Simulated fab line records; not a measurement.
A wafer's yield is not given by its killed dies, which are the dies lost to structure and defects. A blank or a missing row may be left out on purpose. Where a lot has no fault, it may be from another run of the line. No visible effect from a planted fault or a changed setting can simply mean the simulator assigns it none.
Comparing a struck lot with a sound one | flow nand harc | 14 steps out of a route of 1302
Sound: these wafers, L108.2, L108.4, L108.6. The struck wafers were L113.2, L113.5, L113.6. The cause is named last.
At each step with rows: each side's tool, then ch and its chambers, then its first start. Under that, the readings that differ: sound wafers | struck wafers | difference of the means | sigmas: that difference in standard deviations of wafers without a fault.
alike: readings whose means differ by less than 2 such deviations, and words and numbers that are the same on both sides. not compared: withheld readings, readings that some wafer has no value for, bounds like >300 that may hide the same value, and numbers for which the record gives no deviation and whose values overlap.
A row with sigmas, a row that says differs or no value, or rows on one side alone: a step with any of these is where the two part. Numbers that don't overlap but have no deviation are shown without sigmas and don't part them. A reading missing from all wafers of one side parts the sides only when that side holds two or more wafers.

first, 3 steps without rows for these wafers: NHARC_A_CHANNEL_HOLE_D1_ETCH_39 (etches the open film in N2/H2, target depth 260 nm, time 325 s); NHARC_A_CHANNEL_HOLE_D1_ETCH_34 (etches the open film in CF4/CHF3, target depth 154 nm, time 77 s); NHARC_A_CHANNEL_HOLE_D1_ETCH_16 (etches the open film in O2/COS, target depth 3100 nm, time 806 s).
NHARC_A_CHANNEL_HOLE_D1_CD_MEAS_18:
  sound on cd sem-01, day 12 21:56; struck on cd sem-02, day 15 00:23
  alike: cd nm
NHARC_A_CHANNEL_HOLE_D1_ETCH_19: etches the open film in C4F8/O2/Ar, time 34.5 s.
  sound on har etch-02 ch 0,1, day 12 22:02; struck on har etch-01 ch 0,1, day 15 00:28
  alike: bias v, c4f8 flow sccm, chamber pressure mTorr, drypump motor current A, oes air line au, showerhead plenum p Torr, throttle valve pct
  not compared: rf hours counter h
NHARC_A_CHANNEL_HOLE_D1_ETCH_20: etches the open film in C4F8/O2/Ar, time 361.9 s, target depth 1600 nm.
  sound on har etch-02 ch 0,1, day 12 22:10; struck on har etch-01 ch 0,1, day 15 00:37
  alike: c4f8 flow sccm, chamber pressure mTorr, drypump motor current A, oes air line au, showerhead plenum p Torr, throttle valve pct
  not compared: rf hours counter h
then, 3 steps without rows for these wafers: NHARC_A_CHANNEL_HOLE_D1_ETCH_21 (etches the open film in C4F8/O2/Ar, time 514.3 s, target depth 1600 nm); NHARC_A_CHANNEL_HOLE_D1_ETCH_22 (etches the open film in C4F8/O2/Ar, time 666.7 s, target depth 1600 nm); NHARC_A_CHANNEL_HOLE_D1_ETCH_23 (etches the open film in C4F8/O2/Ar, time 819 s, target depth 1600 nm).
NHARC_A_CHANNEL_HOLE_D1_ETCH_24: etches the open film in C4F8/O2/Ar, time 906.2 s, target depth 1500 nm.
  sound on har etch-02 ch 0,1, day 13 00:16; struck on har etch-01 ch 0,1, day 15 02:41
  alike: c4f8 flow sccm, chamber pressure mTorr, drypump motor current A, oes air line au, showerhead plenum p Torr, throttle valve pct
  not compared: rf hours counter h
NHARC_A_CHANNEL_HOLE_D1_ETCH_25: etches the open film in C4F8/O2/Ar, time 1040.2 s, target depth 1500 nm.
  sound on har etch-02 ch 0,1, day 13 01:03; struck on har etch-01 ch 0,1, day 15 03:28
  alike: c4f8 flow sccm, chamber pressure mTorr, drypump motor current A, oes air line au, showerhead plenum p Torr, throttle valve pct
  not compared: rf hours counter h
NHARC_A_CHANNEL_HOLE_D1_ETCH_26: etches the open film in C4F8/O2/Ar, time 224.1 s, target depth 300 nm.
  sound on har etch-02 ch 0,1, day 13 01:49; struck on har etch-01 ch 0,1, day 15 04:14
  alike: bias v, c4f8 flow sccm, chamber pressure mTorr, drypump motor current A, oes air line au, showerhead plenum p Torr, throttle valve pct
  not compared: rf hours counter h
NHARC_A_CHANNEL_HOLE_D1_ETCH_33: etches the open film in C4F8/O2/Ar, time 90 s, target depth 400 nm.
  sound on har etch-02 ch 0,1, day 13 02:01; struck on har etch-01 ch 0,1, day 15 04:26
  no value came back on the struck wafers for any of 7 readings (bias v (V), c4f8 flow sccm (sccm) and others); on the sound wafers bias v (V) reads 405 402 407
  not compared: rf hours counter h
then, 1 step without rows for these wafers: NHARC_A_CHANNEL_HOLE_D1_STRIP_41 (strips in N2/H2).

== WHERE THEY PART ==
Only at NHARC_A_CHANNEL_HOLE_D1_ETCH_33, as far as this record shows.

WHY: what the simulator had put in
Entire step skipped (har etch-01, NHARC_A_CHANNEL_HOLE_D1_ETCH_33), from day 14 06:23 onward. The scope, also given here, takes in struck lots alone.
